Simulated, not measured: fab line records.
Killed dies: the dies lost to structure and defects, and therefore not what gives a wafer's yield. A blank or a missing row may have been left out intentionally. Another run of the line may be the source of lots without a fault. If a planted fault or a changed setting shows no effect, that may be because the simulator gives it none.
Chamber matching / flow n5-finfet / N5_BEOL_M9_STRIP_19 on rie-diel-05: 4 sister chambers
The step strips in O2. 16 wafers are shown with their chamber, then 8 later ones without.

== WAFERS WITH THEIR CHAMBER ==
wafer=L078.1; chamber=1; showerhead-plenum-p-Torr (Torr)=1.95; throttle-valve-pct (%)=16.94; oes-product-au (a.u.)=0.78
wafer=L078.3; chamber=0; showerhead-plenum-p-Torr (Torr)=1.98; throttle-valve-pct (%)=16.90; oes-product-au (a.u.)=0.69
wafer=L078.5; chamber=0; showerhead-plenum-p-Torr (Torr)=1.98; throttle-valve-pct (%)=16.90; oes-product-au (a.u.)=0.69
wafer=L080.1; chamber=0; showerhead-plenum-p-Torr (Torr)=1.98; throttle-valve-pct (%)=16.89; oes-product-au (a.u.)=0.69
wafer=L080.2; chamber=2; showerhead-plenum-p-Torr (Torr)=2.14; throttle-valve-pct (%)=16.31; oes-product-au (a.u.)=0.85
wafer=L080.6; chamber=3; showerhead-plenum-p-Torr (Torr)=1.99; throttle-valve-pct (%)=16.63; oes-product-au (a.u.)=0.72
wafer=L086.1; chamber=1; showerhead-plenum-p-Torr (Torr)=1.95; throttle-valve-pct (%)=16.96; oes-product-au (a.u.)=0.77
wafer=L086.2; chamber=0; showerhead-plenum-p-Torr (Torr)=1.98; throttle-valve-pct (%)=16.93; oes-product-au (a.u.)=0.68
wafer=L086.6; chamber=0; showerhead-plenum-p-Torr (Torr)=1.98; throttle-valve-pct (%)=16.92; oes-product-au (a.u.)=0.68
wafer=L088.1; chamber=3; showerhead-plenum-p-Torr (Torr)=1.99; throttle-valve-pct (%)=16.66; oes-product-au (a.u.)=0.71
wafer=L088.4; chamber=2; showerhead-plenum-p-Torr (Torr)=2.14; throttle-valve-pct (%)=16.37; oes-product-au (a.u.)=0.84
wafer=L088.5; chamber=1; showerhead-plenum-p-Torr (Torr)=1.94; throttle-valve-pct (%)=16.99; oes-product-au (a.u.)=0.76
wafer=L091.2; chamber=3; showerhead-plenum-p-Torr (Torr)=1.99; throttle-valve-pct (%)=16.66; oes-product-au (a.u.)=0.71
wafer=L091.4; chamber=2; showerhead-plenum-p-Torr (Torr)=2.13; throttle-valve-pct (%)=16.32; oes-product-au (a.u.)=0.83
wafer=L091.5; chamber=1; showerhead-plenum-p-Torr (Torr)=1.94; throttle-valve-pct (%)=16.98; oes-product-au (a.u.)=0.76
wafer=L092.2; chamber=1; showerhead-plenum-p-Torr (Torr)=1.94; throttle-valve-pct (%)=16.99; oes-product-au (a.u.)=0.75

SIGNATURES (means of the wafers above)
reading=showerhead-plenum-p-Torr; chamber 0=1.9800; chamber 1=1.9440; chamber 2=2.1367; chamber 3=1.9900; scatter within a chamber=0.00394
reading=throttle-valve-pct; chamber 0=16.9080; chamber 1=16.9720; chamber 2=16.3333; chamber 3=16.6500; scatter within a chamber=0.0217
reading=oes-product-au; chamber 0=0.6860; chamber 1=0.7640; chamber 2=0.8400; chamber 3=0.7133; scatter within a chamber=0.00869
Rule: a wafer lies at a distance from a chamber equal to the root of the sum of squares, over the readings, of (its reading less the chamber's mean, divided by the reading's scatter). The wafer belongs to the nearest chamber; if the next one is less than 2 further off, it can't be placed. How the scatter is found: for the shown wafers, subtract from each reading the mean of its chamber, square and add these, divide the total by (wafers less chambers), then take the root.

== WAFERS WHOSE CHAMBER IS MISSING ==
wafer=L092.4; showerhead-plenum-p-Torr (Torr)=2.13; throttle-valve-pct (%)=16.36; oes-product-au (a.u.)=0.83
wafer=L092.5; showerhead-plenum-p-Torr (Torr)=1.98; throttle-valve-pct (%)=16.67; oes-product-au (a.u.)=0.71
wafer=L095.3; showerhead-plenum-p-Torr (Torr)=2.13; throttle-valve-pct (%)=16.36; oes-product-au (a.u.)=0.81
wafer=L095.5; showerhead-plenum-p-Torr (Torr)=2.13; throttle-valve-pct (%)=16.36; oes-product-au (a.u.)=0.81
wafer=L095.6; showerhead-plenum-p-Torr (Torr)=2.23; throttle-valve-pct (%)=16.44; oes-product-au (a.u.)=0.93
wafer=L097.3; showerhead-plenum-p-Torr (Torr)=1.98; throttle-valve-pct (%)=16.68; oes-product-au (a.u.)=0.70
wafer=L097.4; showerhead-plenum-p-Torr (Torr)=2.13; throttle-valve-pct (%)=16.39; oes-product-au (a.u.)=0.81
wafer=L097.5; showerhead-plenum-p-Torr (Torr)=1.98; throttle-valve-pct (%)=16.68; oes-product-au (a.u.)=0.69

== WHICH CHAMBER EACH WENT THROUGH ==
wafer=L092.4; from the rows above=2; in truth=2
wafer=L092.5; from the rows above=3; in truth=3
wafer=L095.3; from the rows above=2; in truth=2
wafer=L095.5; from the rows above=2; in truth=2
wafer=L095.6; from the rows above=2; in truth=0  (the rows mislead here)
wafer=L097.3; from the rows above=3; in truth=3
wafer=L097.4; from the rows above=2; in truth=2
wafer=L097.5; from the rows above=3; in truth=3
7 of 8 placed correctly. Not placeable from these rows: 0. 1 placed wrongly.
